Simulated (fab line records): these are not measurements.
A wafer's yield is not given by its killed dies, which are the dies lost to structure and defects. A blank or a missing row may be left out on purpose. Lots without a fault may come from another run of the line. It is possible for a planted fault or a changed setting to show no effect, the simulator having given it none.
Problem report, 8D (eight disciplines) form, completed by code ; flow nand-harc ; the parts of the form that need people (team, actions taken, sign-off) are left out

== 1. THE ISSUE ==
Mean of cd-nm at NHARC_P_ZERO_WELL_CD_MEAS_24: 761.5 nm across 6 wafers in 2 lots; on wafers with no fault it is 719.9 nm (standard deviation 2). Measured from the usual mean, that is +21 standard deviations.
The step: target cd 720 nm.
The first sign was on wafer L818.3 at day 7 08:29, on cd-sem-02. At this step, 33 wafers from 11 lots have a number in the record. Rule for "out" (also "out of limits"): further than 4 standard deviations from the usual mean. The rest of the wafers with a number are treated as sound.

== 2. WHAT IT IS AND WHAT IT IS NOT ==
question;is;is not
which readings at this step;cd-nm;-
which lots;L818, L819;L806, L807, L809, L810, L822, L823, L824, L825, L826
which wafers of those lots;all that have a number;-
read on which gauges;cd-sem-01, cd-sem-02;cd-sem-03
when;from day 7 08:29;"up to then (12 sound wafers); but 15 sound wafers of L822, L823, L824, L825, L826 came after"

== 3. SUSPECTS, AND WHAT RULES EACH OUT ==
Counting: a tool at a process step up to the reading stays a suspect if it ran every lot that is out and no sound lot after the first of them.
- the gauge at NHARC_P_ZERO_WELL_CD_MEAS_24 has been ruled out. Those wafers that are out were read across 2 gauges (cd-sem-01, cd-sem-02).
- krf-scanner-03 at NHARC_P_ZERO_WELL_EXPOSE_21 (exposes mask P NWELL, target cd 720 nm): kept. It processed each lot that is out, first L818 at day 7 08:20, and no sound lot thereafter; up to then, the last sound lot it processed was L810 at day 4 00:28. Its own readings are out on those wafers: exposure-dose-mJ-cm2.
Left after counting: krf-scanner-03 at NHARC_P_ZERO_WELL_EXPOSE_21.

== 4. THE CAUSE (what the simulator had put in) ==
Process parameters drifting: krf-scanner-03 at NHARC_P_ZERO_WELL_EXPOSE_21, beginning at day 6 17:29. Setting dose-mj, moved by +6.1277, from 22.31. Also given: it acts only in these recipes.
This tool alone remained once counting was done.

== 5. THE EFFECT CHAIN, in route order ==
Rows list readings where the struck wafers' mean (over those with a number) sits beyond 3 standard deviations from the usual. Readings are gone through only where the record gives a usual standard deviation; hours: the median, over the lots, of the time from a lot's start at the first step in this table giving one to that lot's start at this step; sigmas: the change measured in usual standard deviations.
hours;step;reading;usual;on struck wafers;change;sigmas
0;NHARC_P_ZERO_WELL_EXPOSE_21;exposure-dose-mJ-cm2;22.311;28.434;+6.123;+99 or more
0;NHARC_P_ZERO_WELL_CD_MEAS_24;cd-nm;719.9 nm;761.5;+41.6;+21
It contains these process steps:
- NHARC_P_ZERO_WELL_EXPOSE_21: exposes mask P NWELL, target cd 720 nm.
Later measuring or inspecting steps at which every struck wafer that the step has a row for has a number for every such reading, and none has moved that far: NHARC_P_STI_INSPECT_11, NHARC_END_SORT_01.

== 6. WHAT WOULD HAVE CAUGHT IT SOONER ==
The first out-of-limits reading at a measuring or inspecting step in this record came at day 7 08:29, 15 hours after the fault's start at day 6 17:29.
The tool's own readings at NHARC_P_ZERO_WELL_EXPOSE_21 were out on every struck wafer that the step has a row for (exposure-dose-mJ-cm2): an alarm limit on them would have fired on the first of those.
Among the 2 lots that are out, L819 began NHARC_P_ZERO_WELL_EXPOSE_21 on krf-scanner-03 after day 7 08:29. It would have been spared by a hold on the tool at that moment.
